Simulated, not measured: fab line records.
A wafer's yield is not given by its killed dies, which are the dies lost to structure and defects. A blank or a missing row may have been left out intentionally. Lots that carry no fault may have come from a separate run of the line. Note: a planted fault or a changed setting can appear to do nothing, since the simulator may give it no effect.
Which of the tools did it? | flow n5Finfet | 10 lots, 30 wafers sampled, at 4 steps of a route of 1938

## WHAT THE GAUGES READ, wafer by wafer
N5_BEOL_M4_RC_MEAS_101. Usual: DIBL_N 37.3 mV/V, standard deviation 2.3; DIBL_P 37.4 mV/V, standard deviation 2.9; EOT_N 10.55, standard deviation 0.1; EOT_P 10.51, standard deviation 0.11; IGATE_N 0.0122 nA/um, standard deviation 0.0019; IGATE_P 0.0037 nA/um, standard deviation 0.00058; IOFF_N 0.18 nA/um, standard deviation 0.045; IOFF_P 0.25 nA/um, standard deviation 0.054; ION_N 679 uA/um, standard deviation 15; ION_P 468 uA/um, standard deviation 9.7; SS_N 71.8 mV/dec, standard deviation 0.62; SS_P 73.6 mV/dec, standard deviation 0.76; VT_N 248 mV, standard deviation 4.1; VT_P -248 mV, standard deviation 3.6.
lot  | measured     | on        | DIBL_N (mV/V)  | DIBL_P (mV/V)  | EOT_N             | EOT_P             | IGATE_N (nA/um)      | IGATE_P (nA/um)      | IOFF_N (nA/um) | IOFF_P (nA/um) | ION_N (uA/um) | ION_P (uA/um) | SS_N (mV/dec)  | SS_P (mV/dec)  | VT_N (mV)   | VT_P (mV)      | flag
L709 | day 7 19:43  | prober-02 | 40.0 36.8 42.1 | 39.1 35.1 40.9 | 10.53 10.44 10.52 | 10.41 10.36 10.56 | 0.0133 0.0148 0.0126 | 0.0040 0.0044 0.0038 | 0.22 0.16 0.27 | 0.33 0.23 0.35 | 686 680 691   | 470 469 472   | 71.7 71.4 72.3 | 73.7 73.0 74.2 | 242 249 243 | -242 -248 -241 | 
L711 | day 8 21:56  | prober-02 | 33.6 32.9 37.0 | 32.9 33.4 36.0 | 10.61 10.60 10.63 | 10.48 10.60 10.54 | 0.0103 0.0110 0.0107 | 0.0032 0.0034 0.0033 | 0.12 0.12 0.18 | 0.20 0.20 0.24 | 655 667 675   | 456 469 464   | 71.0 70.7 71.3 | 73.3 72.9 73.5 | 252 255 247 | -247 -248 -249 | 
L712 | day 8 21:13  | prober-01 | 37.0 32.8 34.7 | 38.6 32.4 35.2 | 10.40 10.53 10.36 | 10.51 10.38 10.41 | 0.0137 0.0144 0.0138 | 0.0042 0.0044 0.0042 | 0.17 0.09 0.12 | 0.24 0.14 0.18 | 697 651 666   | 480 450 459   | 71.6 71.4 71.6 | 72.8 71.4 72.1 | 247 259 253 | -249 -254 -249 | 
L714 | day 9 03:22  | prober-02 | 39.0 40.6 37.3 | 39.4 43.2 38.2 | 10.57 10.61 10.65 | 10.49 10.61 10.56 | 0.0112 0.0100 0.0109 | 0.0033 0.0029 0.0032 | 0.20 0.26 0.17 | 0.25 0.31 0.22 | 681 693 698   | 464 473 469   | 71.6 72.8 72.0 | 74.0 74.9 73.0 | 247 243 248 | -249 -248 -251 | 
L717 | day 10 00:09 | prober-02 | 40.4 38.3 38.9 | 39.5 36.6 38.0 | 10.69 10.57 10.49 | 10.54 10.38 10.29 | 0.0103 0.0115 0.0158 | 0.0031 0.0034 0.0047 | 0.25 0.18 0.20 | 0.31 0.26 0.27 | 708 667 701   | 483 464 481   | 72.6 71.1 72.2 | 74.4 73.6 73.5 | 242 246 245 | -243 -245 -245 | 
L719 | day 10 19:53 | prober-01 | 36.9 32.6 36.2 | 38.9 32.7 38.4 | 10.55 10.54 10.55 | 10.49 10.40 10.50 | 0.0114 0.0117 0.0121 | 0.0034 0.0036 0.0036 | 0.18 0.11 0.19 | 0.25 0.16 0.25 | 673 675 692   | 462 461 472   | 72.5 70.8 72.3 | 73.3 72.4 73.1 | 247 258 246 | -249 -254 -246 | 
L724 | day 11 22:19 | prober-01 | 41.3 36.2 35.9 | 41.0 35.4 33.3 | 10.61 10.56 10.57 | 10.54 10.49 10.59 | 0.0111 0.0142 0.0120 | 0.0033 0.0043 0.0036 | 0.29 0.17 0.14 | 0.34 0.23 0.19 | 697 689 667   | 476 479 455   | 71.5 71.1 71.7 | 74.8 73.6 72.6 | 239 246 251 | -244 -246 -250 | 
L725 | day 12 05:07 | prober-02 | 36.4 35.0 35.5 | 37.8 36.6 35.0 | 11.83 11.70 10.59 | 11.77 11.65 10.53 | 0.0026 0.0032 0.0125 | 0.0008 0.0010 0.0038 | 0.18 0.17 0.16 | 0.26 0.25 0.21 | 656 666 652   | 454 459 450   | 71.2 71.2 71.8 | 73.9 73.3 73.5 | 248 246 251 | -246 -247 -253 | OFF
L726 | day 12 06:49 | prober-01 | 38.4 39.5 37.4 | 39.6 41.0 38.9 | 10.56 11.78 10.76 | 10.52 11.63 10.74 | 0.0137 0.0031 0.0104 | 0.0042 0.0009 0.0031 | 0.22 0.24 0.21 | 0.29 0.33 0.28 | 672 682 703   | 459 465 474   | 73.0 71.9 71.7 | 74.3 74.9 74.2 | 248 245 245 | -246 -243 -244 | OFF
L728 | day 12 10:40 | prober-02 | 39.6 43.9 39.6 | 38.4 43.7 37.2 | 10.66 11.44 11.55 | 10.71 11.18 11.49 | 0.0096 0.0050 0.0036 | 0.0029 0.0015 0.0011 | 0.19 0.29 0.18 | 0.25 0.41 0.22 | 683 670 641   | 464 459 441   | 71.9 73.9 72.3 | 74.1 75.5 73.0 | 248 243 252 | -251 -242 -250 | OFF

## WHAT TOOL EACH LOT RAN ON (gives the tool, then ch and the chambers of the sampled wafers, and finally the start)
lot  | N5_DUMMY_REMOVAL_PRECLEAN_08      | N5_BEOL_M4_SPUTTER_90       | N5_BEOL_M4_SPUTTER_96
L709 | remotePlasma-02 ch 1, day 3 23:25 | pvdSputter-01, day 7 17:58  | pvdSputter-01, day 7 18:38
L711 | remotePlasma-01 ch 0, day 4 10:35 | pvdSputter-03, day 8 19:26  | pvdSputter-03, day 8 20:05
L712 | remotePlasma-01 ch 1, day 4 15:24 | pvdSputter-02, day 8 19:16  | pvdSputter-02, day 8 19:55
L714 | remotePlasma-02 ch 0, day 5 04:37 | pvdSputter-03, day 9 01:32  | pvdSputter-03, day 9 02:11
L717 | remotePlasma-02 ch 1, day 5 23:07 | pvdSputter-01, day 9 21:52  | pvdSputter-01, day 9 22:32
L719 | remotePlasma-01 ch 1, day 6 17:50 | pvdSputter-02, day 10 17:50 | pvdSputter-02, day 10 18:30
L724 | remotePlasma-02 ch 1, day 7 17:37 | pvdSputter-02, day 11 19:46 | pvdSputter-02, day 11 20:25
L725 | remotePlasma-02 ch 0, day 7 22:07 | pvdSputter-02, day 12 02:28 | pvdSputter-02, day 12 03:08
L726 | remotePlasma-02 ch 1, day 8 07:59 | pvdSputter-02, day 12 04:55 | pvdSputter-02, day 12 05:34
L728 | remotePlasma-02 ch 1, day 8 19:16 | pvdSputter-03, day 12 08:36 | pvdSputter-03, day 12 09:16
- N5_DUMMY_REMOVAL_PRECLEAN_08: cleans in NF3:NH3, afs cycles 2, time 20 s, sublimation time 60 s.
- N5_BEOL_M4_SPUTTER_90: material Cu, target thk 4.5 nm, time 8.29 s.
- N5_BEOL_M4_SPUTTER_96: material Cu, target thk 4.5 nm, time 8.29 s.

## AS READ BY THE TOOLS THEMSELVES (means over the sampled wafers that have a number; for cases with no such wafer, the mark the record gives instead)
N5_BEOL_M4_SPUTTER_90. Usual: throttleValvePct reads 29.8 % (standard deviation 1).
lot  | tool          | throttleValvePct (%) | flag
L709 | pvdSputter-01 | 30.0                 | 
L711 | pvdSputter-03 | 29.1                 | 
L712 | pvdSputter-02 | 30.2                 | 
L714 | pvdSputter-03 | 29.2                 | 
L717 | pvdSputter-01 | 30.1                 | 
L719 | pvdSputter-02 | 29.4                 | 
L724 | pvdSputter-02 | 29.4                 | 
L725 | pvdSputter-02 | 29.7                 | 
L726 | pvdSputter-02 | 30.1                 | 
L728 | pvdSputter-03 | 29.1                 | 

N5_BEOL_M4_SPUTTER_96. Usual: throttleValvePct reads 29.8 % (standard deviation 1).
lot  | tool          | throttleValvePct (%) | flag
L709 | pvdSputter-01 | 30.1                 | 
L711 | pvdSputter-03 | 29.1                 | 
L712 | pvdSputter-02 | 30.0                 | 
L714 | pvdSputter-03 | 29.4                 | 
L717 | pvdSputter-01 | 30.2                 | 
L719 | pvdSputter-02 | 29.4                 | 
L724 | pvdSputter-02 | 29.6                 | 
L725 | pvdSputter-02 | 29.6                 | 
L726 | pvdSputter-02 | 30.2                 | 
L728 | pvdSputter-03 | 29.1                 | 

## THE ANSWER, worked out from the rows above alone
Rule: lot off if the mean of its wafers having a number is beyond 3 standard deviations from the usual mean. Also off: a lot with no number at a reading for which 4 or more lots have one. All remaining lots with rows at the step are treated as sound. First the gauges in route order, then the tools' own readings, where a lot's mean is used as printed above. At the first step where some lot is off, the reading lying furthest off is the one used; lots without a number count as furthest.
Off: L725, L726, L728, at N5_BEOL_M4_RC_MEAS_101 (EOT_N).
A tool fits if, at a process step before that reading, it ran every lot that is off, and no sound lot after the first of them. Those tools and the gauges at N5_BEOL_M4_RC_MEAS_101 are tried in the same way. One fits: remotePlasma-02 at N5_DUMMY_REMOVAL_PRECLEAN_08. Its last sound lot is L724 (day 7 17:37), its first lot that is off L725 (day 7 22:07): a fault that began between those two fits.

## WHAT THE SIMULATOR PUT IN
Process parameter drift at N5_DUMMY_REMOVAL_PRECLEAN_08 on remotePlasma-02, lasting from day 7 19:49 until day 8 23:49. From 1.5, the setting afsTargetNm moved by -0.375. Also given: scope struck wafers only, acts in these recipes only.
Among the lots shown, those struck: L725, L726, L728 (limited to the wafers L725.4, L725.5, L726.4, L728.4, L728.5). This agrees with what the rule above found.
